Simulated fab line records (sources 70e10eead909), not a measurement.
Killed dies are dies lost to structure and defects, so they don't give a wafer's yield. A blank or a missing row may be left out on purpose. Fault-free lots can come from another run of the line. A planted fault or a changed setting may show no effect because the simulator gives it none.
Which tool is to blame?	flow nand-harc	24 lots, 72 wafers sampled, at 6 steps of a route of 1302

WHAT THE GAUGES SHOWED, per wafer
Not one reading of a measure or inspect step in the record can be checked against a usual standard deviation.

EACH LOT AND THE TOOL THAT RAN IT (in order: tool; ch and the chambers of the sampled wafers; start)
lot	NHARC_A_CHANNEL_FILL_D2_ALD_02	NHARC_A_CHANNEL_FILL_D2_STRIP_28	NHARC_A_CHANNEL_FILL_D2_RTA_24	NHARC_A_STAIRCASE_STRIP_171	NHARC_A_STAIRCASE_ETCH_25	NHARC_A_STAIRCASE_TRIM_26
L075	ald-hk-01 ch 1,2, day 13 18:14	rie-diel-13 ch 1,2, day 14 19:52	rtp-anneal-01 ch 0, day 15 19:46	plasma-asher-01 ch 0,1, day 15 21:13	rie-diel-09 ch 0,1,2, no start	rie-diel-09 ch 1,3, no start
L074	ald-hk-02 ch 0,1,3, day 13 22:40	rie-diel-05 ch 0,2,3, day 14 23:47	rtp-anneal-02 ch 0, day 16 04:13	plasma-asher-02 ch 0,1, day 16 05:44	rie-diel-12 ch 0,1,2, no start	rie-diel-12 ch 0,1,2, no start
L076	ald-hk-01 ch 0,2,3, day 14 03:58	rie-diel-05 ch 0,1, day 15 04:13	rtp-anneal-02 ch 0, day 16 04:21	plasma-asher-01 ch 0,1, day 16 06:13	rie-diel-02 ch 2,3, no start	rie-diel-02 ch 1,2,3, no start
L078	ald-hk-01 ch 1,2,3, day 15 07:04	rie-diel-03 ch 1,2,3, day 16 07:35	rtp-anneal-01 ch 0, day 17 07:25	plasma-asher-01 ch 0,1, day 17 09:03	rie-diel-12 ch 0,1, no start	rie-diel-12 ch 1,2,3, no start
L077	ald-hk-04 ch 0,1,3, day 15 10:45	rie-diel-13 ch 0,1, day 16 11:36	rtp-anneal-01 ch 0, day 17 11:09	plasma-asher-02 ch 0,1, day 17 22:29	rie-diel-09 ch 0,2,3, no start	rie-diel-09 ch 1,2, no start
L079	ald-hk-02 ch 1,2, day 15 15:31	rie-diel-05 ch 0,2, day 16 15:35	rtp-anneal-02 ch 0, day 17 15:32	plasma-asher-01 ch 0,1, day 17 22:34	rie-diel-12 ch 1,2, no start	rie-diel-12 ch 0,1,3, no start
L080	ald-hk-04 ch 1,2, day 15 18:50	rie-diel-13 ch 0,3, day 16 21:38	rtp-anneal-02 ch 0, day 17 21:25	plasma-asher-01 ch 0,1, day 17 23:16	rie-diel-02 ch 0,1,3, no start	rie-diel-02 ch 1,2,3, no start
L081	ald-hk-02 ch 1,2,3, day 16 08:59	rie-diel-13 ch 0,1,3, day 17 12:30	rtp-anneal-02 ch 0, day 18 17:55	plasma-asher-01 ch 0,1, day 18 19:33	rie-diel-02 ch 1,2, no start	rie-diel-02 ch 0,3, no start
L082	ald-hk-01 ch 1,2,3, day 17 09:43	rie-diel-03 ch 1,2, day 18 09:59	rtp-anneal-01 ch 0, day 19 09:04	plasma-asher-01 ch 0,1, day 19 11:50	rie-diel-09 ch 0,2,3, no start	rie-diel-09 ch 0,1,2, no start
L083	ald-hk-02 ch 2,3, day 18 00:00	rie-diel-05 ch 1,2, day 19 00:58	rtp-anneal-01 ch 0, day 20 00:43	plasma-asher-01 ch 0,1, day 20 02:17	rie-diel-12 ch 1,2, no start	rie-diel-12 ch 0,1, no start
L084	ald-hk-04 ch 0,1,2, day 18 01:34	rie-diel-13 ch 0,1,2, day 19 00:59	rtp-anneal-02 ch 0, day 20 00:50	plasma-asher-02 ch 0,1, day 20 02:29	rie-diel-09 ch 0,1,3, no start	rie-diel-09 ch 1,2,3, no start
L086	ald-hk-04 ch 0,2,3, day 18 05:47	rie-diel-03 ch 2,3, day 19 07:24	rtp-anneal-01 ch 0, day 20 07:26	plasma-asher-01 ch 0,1, day 20 09:30	rie-diel-09 ch 0,1, no start	rie-diel-09 ch 0,2, no start
L085	ald-hk-04 ch 0,1,2, day 18 10:04	rie-diel-05 ch 1,3, day 19 07:24	rtp-anneal-02 ch 0, day 20 07:25	plasma-asher-01 ch 0, day 20 09:16	rie-diel-02 ch 1,3, no start	rie-diel-02 ch 2,3, no start
L087	ald-hk-01 ch 0,1,3, day 18 17:26	rie-diel-05 ch 0,2,3, day 19 21:03	rtp-anneal-02 ch 0, day 20 20:47	plasma-asher-02 ch 0,1, day 20 22:26	rie-diel-12 ch 0,1,2, no start	rie-diel-12 ch 0,1,3, no start
L088	ald-hk-04 ch 0,2,3, day 19 17:17	rie-diel-05 ch 0,2,3, day 20 17:35	rtp-anneal-01 ch 0, day 21 20:53	plasma-asher-02 ch 0,1, day 21 22:29	rie-diel-09 ch 1,2,3, no start	rie-diel-09 ch 0,1,3, no start
L090	ald-hk-01 ch 0,1,2, day 19 23:46	rie-diel-05 ch 1,2,3, day 21 00:25	rtp-anneal-01 ch 0, day 22 01:11	plasma-asher-02 ch 0,1, day 22 02:45	rie-diel-12 ch 0,2,3, no start	rie-diel-12 ch 0,2,3, no start
L089	ald-hk-01 ch 1,2,3, day 20 01:14	rie-diel-13 ch 0,1,2, day 21 00:25	rtp-anneal-01 ch 0, day 22 01:21	plasma-asher-01 ch 0,1, day 22 02:54	rie-diel-09 ch 0,2,3, no start	rie-diel-09 ch 0,1,3, no start
L092	ald-hk-02 ch 0,1,2, day 20 17:51	rie-diel-05 ch 0,1,3, day 21 21:39	rtp-anneal-02 ch 0, day 22 20:58	plasma-asher-02 ch 0,1, day 22 22:43	rie-diel-12 ch 0,1,2, no start	rie-diel-12 ch 0,2,3, no start
L091	ald-hk-02 ch 0,1, day 20 22:05	rie-diel-03 ch 1,3, day 21 21:39	rtp-anneal-01 ch 0, day 22 20:58	plasma-asher-02 ch 0,1, day 22 23:02	rie-diel-02 ch 2,3, no start	rie-diel-02 ch 0,2,3, no start
L093	ald-hk-02 ch 0,1,3, day 21 02:19	rie-diel-05 ch 2,3, day 22 04:42	rtp-anneal-02 ch 0, day 23 03:49	plasma-asher-01 ch 0,1, day 23 05:59	rie-diel-12 ch 0,1,2, no start	rie-diel-12 ch 2,3, no start
L095	ald-hk-02 ch 0,1,3, day 22 02:56	rie-diel-05 ch 1,2,3, day 23 05:20	rtp-anneal-02 ch 0, day 24 04:26	plasma-asher-01 ch 0,1, day 24 05:52	rie-diel-12 ch 0,3, no start	rie-diel-12 ch 0,2,3, no start
L094	ald-hk-01 ch 0,3, day 22 03:01	rie-diel-03 ch 0,1,3, day 23 05:20	rtp-anneal-01 ch 0, day 24 04:22	plasma-asher-01 ch 0,1, day 24 06:08	rie-diel-09 ch 1,3, no start	rie-diel-09 ch 0,1,3, no start
L097	ald-hk-02 ch 2,3, day 22 21:40	rie-diel-03 ch 0,1, day 23 22:49	rtp-anneal-02 ch 0, day 24 22:03	plasma-asher-02 ch 0,1, day 25 02:35	rie-diel-12 ch 0,1,3, no start	rie-diel-12 ch 0,2,3, no start
L096	ald-hk-02 ch 1,2,3, day 22 22:48	rie-diel-05 ch 1,2,3, day 23 22:49	rtp-anneal-02 ch 0, day 24 22:13	plasma-asher-01 ch 0,1, day 25 02:44	rie-diel-09 ch 0,1,2, no start	rie-diel-09 ch 1,2,3, no start
- NHARC_A_CHANNEL_FILL_D2_ALD_02: deposits SiO2, target thk 6 nm, pulse time 10 s, ald cycles 60.
- NHARC_A_CHANNEL_FILL_D2_STRIP_28: strips in O2, time 20 s.
- NHARC_A_CHANNEL_FILL_D2_RTA_24: time 5 s.
- NHARC_A_STAIRCASE_STRIP_171: strips in O2.
- NHARC_A_STAIRCASE_ETCH_25: etches the open film in C4F8/O2, target depth 100 nm, time 40.5 s.
- NHARC_A_STAIRCASE_TRIM_26: chemistry O2, time 211.2 s.

AS READ BY THE TOOLS THEMSELVES (means over the sampled wafers that have a number; for cases with no such wafer, the mark the record gives instead)
NHARC_A_CHANNEL_FILL_D2_ALD_02.
lot	tool	heater-power-w (W)	precursor-pulse-height-rel
L075	ald-hk-01	470	0.994
L074	ald-hk-02	524	0.989
L076	ald-hk-01	448	0.996
L078	ald-hk-01	464	0.998
L077	ald-hk-04	506	0.998
L079	ald-hk-02	500	1.003
L080	ald-hk-04	466	1.012
L081	ald-hk-02	483	0.990
L082	ald-hk-01	474	0.985
L083	ald-hk-02	493	1.005
L084	ald-hk-04	503	0.993
L086	ald-hk-04	507	0.992
L085	ald-hk-04	500	0.997
L087	ald-hk-01	471	0.988
L088	ald-hk-04	480	1.008
L090	ald-hk-01	480	0.992
L089	ald-hk-01	462	0.991
L092	ald-hk-02	500	1.014
L091	ald-hk-02	519	0.991
L093	ald-hk-02	516	1.000
L095	ald-hk-02	514	1.006
L094	ald-hk-01	444	1.023
L097	ald-hk-02	474	0.983
L096	ald-hk-02	500	1.024

NHARC_A_CHANNEL_FILL_D2_STRIP_28.
lot	tool	drypump-motor-current-A (A)	oes-product-au (a.u.)	rf-vpp-V (V)	showerhead-plenum-p-Torr (Torr)	throttle-valve-pct (%)
L075	rie-diel-13	5.92	0.990	58.2	3.69	17.032
L074	rie-diel-05	5.62	1.012	57.0	3.42	17.037
L076	rie-diel-05	5.54	1.013	58.0	3.42	17.031
L078	rie-diel-03	5.28	0.997	57.6	3.53	17.030
L077	rie-diel-13	5.43	1.010	58.2	3.61	17.040
L079	rie-diel-05	5.69	1.003	57.5	3.34	17.036
L080	rie-diel-13	5.98	1.018	56.8	3.39	17.039
L081	rie-diel-13	5.69	1.012	57.7	3.50	17.029
L082	rie-diel-03	5.25	0.987	57.1	3.37	17.043
L083	rie-diel-05	5.69	1.007	57.5	3.38	17.038
L084	rie-diel-13	5.77	1.005	58.7	3.59	17.041
L086	rie-diel-03	5.43	0.986	57.3	3.43	17.028
L085	rie-diel-05	5.56	1.015	57.5	3.52	17.041
L087	rie-diel-05	5.58	1.000	57.1	3.42	17.035
L088	rie-diel-05	5.60	1.012	58.2	3.42	17.030
L090	rie-diel-05	5.61	1.007	57.1	3.46	17.041
L089	rie-diel-13	5.76	1.007	57.7	3.59	17.032
L092	rie-diel-05	5.57	1.016	58.1	3.48	17.031
L091	rie-diel-03	5.14	1.012	58.4	3.61	17.038
L093	rie-diel-05	5.67	1.014	57.6	3.39	17.039
L095	rie-diel-05	5.63	1.015	57.0	3.46	17.042
L094	rie-diel-03	5.40	0.997	57.0	3.52	17.037
L097	rie-diel-03	5.24	0.994	57.7	3.47	17.030
L096	rie-diel-05	5.62	1.006	57.6	3.46	17.034

NHARC_A_CHANNEL_FILL_D2_RTA_24.
lot	tool	lamp-power-pct (%)	wafer_temp_C_max
L075	rtp-anneal-01	32.2	1006.9
L074	rtp-anneal-02	26.6	1004.7
L076	rtp-anneal-02	26.5	1004.2
L078	rtp-anneal-01	32.1	1007.3
L077	rtp-anneal-01	32.0	1006.3
L079	rtp-anneal-02	26.6	1004.8
L080	rtp-anneal-02	26.6	1005.2
L081	rtp-anneal-02	26.6	1005.3
L082	rtp-anneal-01	32.0	1006.9
L083	rtp-anneal-01	32.1	1006.3
L084	rtp-anneal-02	26.6	1004.4
L086	rtp-anneal-01	32.1	1007.4
L085	rtp-anneal-02	26.6	1004.7
L087	rtp-anneal-02	26.6	1004.4
L088	rtp-anneal-01	32.0	1007.2
L090	rtp-anneal-01	32.1	1008.5
L089	rtp-anneal-01	32.0	1005.8
L092	rtp-anneal-02	26.6	1005.6
L091	rtp-anneal-01	32.1	1006.8
L093	rtp-anneal-02	26.6	1004.9
L095	rtp-anneal-02	26.5	1004.9
L094	rtp-anneal-01	32.1	1006.1
L097	rtp-anneal-02	26.6	1003.9
L096	rtp-anneal-02	26.6	1004.8

NHARC_A_STAIRCASE_STRIP_171.
lot	tool	drypump-motor-current-A (A)	heater-power-w (W)
L075	plasma-asher-01	5.67	327
L074	plasma-asher-02	6.04	281
L076	plasma-asher-01	5.71	333
L078	plasma-asher-01	5.76	322
L077	plasma-asher-02	6.05	284
L079	plasma-asher-01	5.68	328
L080	plasma-asher-01	5.79	325
L081	plasma-asher-01	5.67	331
L082	plasma-asher-01	5.79	319
L083	plasma-asher-01	5.80	318
L084	plasma-asher-02	5.89	288
L086	plasma-asher-01	5.79	321
L085	plasma-asher-01	5.87	305
L087	plasma-asher-02	5.87	288
L088	plasma-asher-02	6.04	279
L090	plasma-asher-02	5.89	285
L089	plasma-asher-01	5.81	324
L092	plasma-asher-02	6.03	274
L091	plasma-asher-02	5.89	283
L093	plasma-asher-01	5.67	335
L095	plasma-asher-01	5.76	311
L094	plasma-asher-01	5.76	314
L097	plasma-asher-02	5.89	287
L096	plasma-asher-01	5.68	338

NHARC_A_STAIRCASE_ETCH_25.
lot	tool	oes-product-au (a.u.)	rf-vpp-V (V)
L075	rie-diel-09	0.956	898
L074	rie-diel-12	0.956	893
L076	rie-diel-02	0.945	892
L078	rie-diel-12	0.967	892
L077	rie-diel-09	0.941	898
L079	rie-diel-12	0.965	892
L080	rie-diel-02	0.952	890
L081	rie-diel-02	0.939	893
L082	rie-diel-09	0.946	899
L083	rie-diel-12	0.953	893
L084	rie-diel-09	0.949	899
L086	rie-diel-09	0.939	898
L085	rie-diel-02	0.939	889
L087	rie-diel-12	0.939	891
L088	rie-diel-09	0.962	899
L090	rie-diel-12	0.951	891
L089	rie-diel-09	0.951	897
L092	rie-diel-12	0.932	891
L091	rie-diel-02	0.938	890
L093	rie-diel-12	0.943	891
L095	rie-diel-12	0.949	891
L094	rie-diel-09	0.941	900
L097	rie-diel-12	0.946	890
L096	rie-diel-09	0.932	897

NHARC_A_STAIRCASE_TRIM_26.
lot	tool	drypump-motor-current-A (A)	oes-product-au (a.u.)	rf-vpp-V (V)	showerhead-plenum-p-Torr (Torr)	throttle-valve-pct (%)
L075	rie-diel-09	5.9	1.002	57.3	3.67	17.031
L074	rie-diel-12	6.2	1.023	58.0	3.42	17.037
L076	rie-diel-02	5.6	0.988	58.2	3.40	17.037
L078	rie-diel-12	5.8	1.021	58.4	3.46	17.030
L077	rie-diel-09	5.5	1.003	57.5	3.61	17.039
L079	rie-diel-12	6.1	1.010	58.1	3.41	17.038
L080	rie-diel-02	5.7	0.996	57.9	3.39	17.041
L081	rie-diel-02	5.7	1.008	57.2	3.32	17.042
L082	rie-diel-09	5.5	0.999	59.0	3.59	17.038
L083	rie-diel-12	6.4	1.004	57.0	3.40	17.035
L084	rie-diel-09	5.9	1.000	59.0	3.63	17.041
L086	rie-diel-09	5.4	1.001	57.7	3.54	17.036
L085	rie-diel-02	5.6	0.998	58.1	3.39	17.034
L087	rie-diel-12	6.1	0.999	57.3	3.40	17.035
L088	rie-diel-09	5.8	1.002	57.8	3.60	17.034
L090	rie-diel-12	6.0	1.007	57.6	3.40	17.034
L089	rie-diel-09	5.8	0.995	57.0	3.60	17.039
L092	rie-diel-12	6.0	0.994	57.3	3.40	17.027
L091	rie-diel-02	5.5	0.991	57.2	3.35	17.034
L093	rie-diel-12	5.6	1.013	56.9	3.45	17.038
L095	rie-diel-12	6.0	1.009	57.9	3.39	17.032
L094	rie-diel-09	5.9	0.997	57.9	3.59	17.039
L097	rie-diel-12	6.0	1.003	57.1	3.39	17.040
L096	rie-diel-09	5.9	1.003	57.9	3.60	17.041

THE ANSWER, worked out from the rows above alone
Rule: what is usual is taken from the lots themselves. Put in order of their means at a reading, lots are off if they are a third of the lots or fewer, leave a main group of 4 or more, and stand apart from it by a gap of 3 or more times the standard deviation of the main group's means; of several such gaps the widest counts. If all means in a main group match to the digits the tables above print for the reading, that group is not used. A lot without any number at a reading at which 4 lots or more have one is off too. The other lots that the step has rows for count as sound. The gauges are gone through in route order, then the tools' own readings, and for those a lot's mean is taken as printed above. At the first step where some lot is off, the reading lying furthest off is the one used; lots without a number count as furthest.
None of the lots is off at any reading shown; this tells nothing.

WHAT THE SIMULATOR PUT IN
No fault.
